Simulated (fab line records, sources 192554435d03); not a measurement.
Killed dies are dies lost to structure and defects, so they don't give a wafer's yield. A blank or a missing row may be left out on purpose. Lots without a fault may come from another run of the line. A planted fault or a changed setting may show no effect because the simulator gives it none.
Problem report in the 8D (eight disciplines) form, filled by code | flow n5_finfet | the parts of the form that need people (team, actions taken, sign-off) are left out

1. THE PROBLEM
time_to_endpoint_s at N5_ILD0_CMP_12 reads a mean of 60.2 s on 6 wafers of 2 lots; wafers without a fault read 29.4 s with a standard deviation of 2.9. That is +11 standard deviations from the usual mean.
The step: polishes SiNx, stops on poly-Si, t overpolish 6 s, target thk 17.67 nm.
First seen on wafer L466.1, day 6 10:17, on cmp-04. The record holds 30 wafers of 10 lots with a number at this step. Rule for "out", or "out of limits": more than 4 standard deviations from the usual mean. The other wafers with a number count as sound.

2. WHAT IT IS AND WHAT IT IS NOT
question                    | is                     | is not
which readings at this step | time_to_endpoint_s     | platen_rpm
which lots                  | L466, L467             | L456, L458, L468, L469, L472, L473, L475, L477
which wafers of those lots  | all that have a number | -
read on which tools         | cmp-04                 | cmp-02, cmp-03
when                        | from day 6 10:17       | up to then (6 sound wafers); but 18 sound wafers of L468, L469, L472, L473, L475, L477 came after

3. SUSPECTS, AND WHAT RULES EACH OUT
Counting: a tool at a process step up to the reading stays a suspect if it ran every lot that is out and no sound lot after the first of them.
- rie_diel-04 at N5_SD_EPI_P_DESCUM_14 (chemistry O2, time 7.9 s): ruled out as a lasting fault. Sound lots L472, L475 ran on it after its first lot that is out, L466 (day 5 23:46).
- ald_sin-03 at N5_ILD0_LINER_00 (material SiNx, target thk 4 nm, pulse time 1 s, purge time 2 s): ruled out as a lasting fault. Sound lots L469, L472, L475 ran on it after its first lot that is out, L466 (day 6 04:19).
- cmp-04 at N5_ILD0_CMP_12 (polishes SiNx, stops on poly-Si, t overpolish 6 s, target thk 17.67 nm): kept. It ran every lot that is out, first L466 (day 6 10:17), and no sound lot after that; its last sound lot up to then is L458 (day 4 04:56). Its own readings are out on those wafers: time_to_endpoint_s.
Left after counting: cmp-04 at N5_ILD0_CMP_12.

4. THE CAUSE (what the simulator had put in)
Process parameter drift: cmp-04, from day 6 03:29 on, at N5_ILD0_CMP_12. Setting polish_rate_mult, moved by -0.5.
Counting left only this tool.

5. THE CHAIN OF EFFECTS, in route order
Each row: a reading whose mean over the struck wafers that have a number lies more than 3 standard deviations from the usual. Only readings for which the record gives a usual standard deviation are gone through. hours: the time from each lot's start at the first step in this table that gives one to its start at this step, as a median over the lots. sigmas: the change in usual standard deviations.
hours | step           | reading            | usual  | on struck wafers | change | sigmas
0     | N5_ILD0_CMP_12 | time_to_endpoint_s | 29.4 s | 60.2             | +30.8  | +11
The process steps in it:
- N5_ILD0_CMP_12: polishes SiNx, stops on poly-Si, t overpolish 6 s, target thk 17.67 nm.
Later measuring or inspecting steps at which every struck wafer that the step has a row for has a number for every such reading, and none has moved that far: N5_BEOL_M4_RC_MEAS_101.

6. WHAT WOULD HAVE CAUGHT IT SOONER
In this record the first reading out of limits was taken at day 6 10:17, 7 hours after the fault began at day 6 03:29.
